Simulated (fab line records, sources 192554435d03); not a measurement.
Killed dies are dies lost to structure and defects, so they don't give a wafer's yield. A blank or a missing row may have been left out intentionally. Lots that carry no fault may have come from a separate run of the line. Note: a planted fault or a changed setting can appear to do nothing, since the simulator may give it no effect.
Matching of chambers / flow n5 finfet / N5_MOL_CONTACT_COAG_CO_FILL_22 on cvd co-01: 3 sister chambers
The step material Co, precursor CCTBA/H2, target thk 20 nm. 6 wafers are shown with their chamber, then 12 later ones without.

== WAFERS PAIRED WITH THEIR CHAMBERS ==
wafer=L086.1; chamber=0; heater power w (W)=260
wafer=L086.2; chamber=2; heater power w (W)=261
wafer=L086.3; chamber=1; heater power w (W)=221
wafer=L086.4; chamber=0; heater power w (W)=261
wafer=L086.5; chamber=2; heater power w (W)=256
wafer=L086.6; chamber=1; heater power w (W)=216

== WAFERS WITHOUT THEIR CHAMBER ==
wafer=L090.1; heater power w (W)=257
wafer=L090.3; heater power w (W)=258
wafer=L090.5; heater power w (W)=260
wafer=L093.1; heater power w (W)=264
wafer=L093.5; heater power w (W)=221
wafer=L093.6; heater power w (W)=259
wafer=L096.4; heater power w (W)=218
wafer=L096.5; heater power w (W)=264
wafer=L096.6; heater power w (W)=257
wafer=L097.2; heater power w (W)=209
wafer=L097.4; heater power w (W)=218
wafer=L097.5; heater power w (W)=258

== WHICH CHAMBER EACH ONE RAN IN ==
wafer=L090.1; from the rows above=can't be placed: 2 or 0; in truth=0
wafer=L090.3; from the rows above=can't be placed: 2 or 0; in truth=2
wafer=L090.5; from the rows above=can't be placed: 0 or 2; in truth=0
wafer=L093.1; from the rows above=can't be placed: 0 or 2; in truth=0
wafer=L093.5; from the rows above=1; in truth=1
wafer=L093.6; from the rows above=can't be placed: 2 or 0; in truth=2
wafer=L096.4; from the rows above=1; in truth=1
wafer=L096.5; from the rows above=can't be placed: 0 or 2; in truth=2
wafer=L096.6; from the rows above=can't be placed: 2 or 0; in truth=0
wafer=L097.2; from the rows above=1; in truth=1
wafer=L097.4; from the rows above=1; in truth=1
wafer=L097.5; from the rows above=can't be placed: 2 or 0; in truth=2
Correct placement for 4 of the 12. Can't be placed from these rows: 8 (the true chamber is among the candidates in 8). 0 placed wrongly.
How it was worked out, from the rows above alone: a wafer's distance from a chamber is the root of the sum, over the readings, of the square of ((its reading less the chamber's mean) divided by the reading's scatter). If the next closest chamber is less than 2 further off than the closest, the wafer can't be placed; otherwise it belongs to the closest. The mean given for a chamber averages the wafers shown for that chamber. The scatter: take each reading less its chamber's mean, square it, sum over the shown wafers, divide by the number of wafers less the number of chambers, and take the root.
